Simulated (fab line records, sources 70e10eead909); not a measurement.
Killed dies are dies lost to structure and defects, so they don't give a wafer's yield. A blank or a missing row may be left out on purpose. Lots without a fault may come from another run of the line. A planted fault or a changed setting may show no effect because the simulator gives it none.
Chamber matching | flow nand_harc | NHARC_A_M1_PRE_CLEAN_32 on pecvd-04: 3 sister chambers
The step time 12 s. 3 wafers are shown with their chamber, then 9 later ones without.

WAFERS WITH THEIR CHAMBER
wafer  | chamber | heater_power_w (W)
L079.4 | 2       | 684
L085.4 | 0       | 599
L085.6 | 1       | 748

WAFERS WITHOUT THEIR CHAMBER
wafer  | heater_power_w (W)
L089.3 | 581
L089.5 | 747
L089.6 | 588
L090.2 | 753
L090.5 | 738
L090.6 | 620
L096.1 | 623
L096.2 | 772
L096.4 | 676

WHICH CHAMBER EACH WENT THROUGH
wafer  | from the rows above | in truth
L089.3 | 0                   | 0
L089.5 | 1                   | 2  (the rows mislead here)
L089.6 | 0                   | 0
L090.2 | 1                   | 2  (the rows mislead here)
L090.5 | 1                   | 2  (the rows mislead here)
L090.6 | 0                   | 0
L096.1 | 0                   | 0
L096.2 | 1                   | 1
L096.4 | 2                   | 2
Placed correctly: 6 of 9. Can't be placed from these rows: 0. Placed wrongly: 3.
How it was worked out, from the rows above alone: a wafer's distance from a chamber is the root of the sum, over the readings, of the square of ((its reading less the chamber's mean) divided by the reading's scatter). The wafer belongs to the nearest chamber; if the next one is less than 2 further off, it can't be placed. A chamber's mean is the mean of its shown wafers. The scatter: with one shown wafer a chamber, the root of the mean of the squares of how far each hidden wafer lies from its nearest shown one.
